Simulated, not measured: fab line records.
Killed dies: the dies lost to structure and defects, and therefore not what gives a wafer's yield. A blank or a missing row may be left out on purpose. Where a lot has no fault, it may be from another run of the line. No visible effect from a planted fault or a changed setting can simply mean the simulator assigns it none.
Which tool was responsible? | flow nandHarc | 6 lots, 18 wafers sampled, at 4 steps of a route of 1302

== WHAT THE GAUGES READ, wafer by wafer ==
NHARC_P_GATE_INSPECT_28.
lot  | measured     | on               | rawDefectCount
L984 | day 6 01:08  | defectInspect-01 | 8 4 6
L988 | day 7 12:49  | defectInspect-02 | 7 3 7
L990 | day 8 05:33  | defectInspect-02 | 3 5 9
L997 | day 11 04:39 | defectInspect-02 | 774 710 767
L999 | day 12 06:43 | defectInspect-01 | 7 8 13
L105 | day 14 20:47 | defectInspect-01 | 11 1 7

== WHICH TOOL RAN EACH LOT (tool, then ch and the chambers of the sampled wafers, then the start) ==
lot  | NHARC_P_STI_ETCH_31                          | NHARC_P_GATE_HM_DEP_102      | NHARC_P_GATE_DEP_103
L984 | rieDiel-04 ch 1,3, day 5 23:46 or earlier    | aclDep-02 ch 0, day 5 23:46  | pecvd-04 ch 0,2, day 6 00:21
L988 | rieDiel-07 ch 1,2,3, day 7 11:40 or earlier  | aclDep-02 ch 0, day 7 11:40  | pecvd-04 ch 0,1,2, day 7 12:11
L990 | rieDiel-06 ch 0,1,2, day 8 04:11 or earlier  | aclDep-01 ch 0, day 8 04:11  | pecvd-04 ch 1,2, day 8 04:45
L997 | rieDiel-04 ch 0,1,3, day 11 03:25 or earlier | aclDep-03 ch 0, day 11 03:25 | pecvd-02 ch 0,2, day 11 04:00
L999 | rieDiel-04 ch 0,3, day 12 05:15 or earlier   | aclDep-03 ch 0, day 12 05:15 | pecvd-01 ch 1,2, day 12 05:55
L105 | rieDiel-06 ch 1,2, day 14 19:31 or earlier   | aclDep-03 ch 0, day 14 19:31 | pecvd-04 ch 0,1, day 14 20:02
- NHARC_P_STI_ETCH_31: etches the open film in CF4/CHF3, target depth 108.9 nm, time 54.5 s.
- NHARC_P_GATE_HM_DEP_102: deposits aC, target thk 120 nm.
- NHARC_P_GATE_DEP_103: deposits SiON, target thk 30 nm.

== THE ANSWER, worked out from the rows above alone ==
Rule: what is usual is taken from the lots themselves. Put in order of their means at a reading, lots are off if they are a third of the lots or fewer, leave a main group of 4 or more, and stand apart from it by a gap of 3 or more times the standard deviation of the main group's means; of several such gaps the widest counts. If all means in a main group match to the digits the tables above print for the reading, that group is not used. A lot without any number at a reading at which 4 lots or more have one is off too. All remaining lots with rows at the step are treated as sound.
Off at NHARC_P_GATE_INSPECT_28 (rawDefectCount): L997. Mean 6.6 and standard deviation 1.4 in the main group.
If a tool, at a process step before that reading, ran all the lots that are off and no sound lot after the first of them, it fits. Gauges at NHARC_P_GATE_INSPECT_28: tried the same way as those tools. NHARC_P_STI_ETCH_31: start missing for some lots; hours and lot order therefore follow NHARC_P_GATE_HM_DEP_102. 2 tools fit, pecvd-02 at NHARC_P_GATE_DEP_103 and defectInspect-02 at NHARC_P_GATE_INSPECT_28, so this cannot tell which one it is.

== WHAT THE SIMULATOR HAD INSERTED ==
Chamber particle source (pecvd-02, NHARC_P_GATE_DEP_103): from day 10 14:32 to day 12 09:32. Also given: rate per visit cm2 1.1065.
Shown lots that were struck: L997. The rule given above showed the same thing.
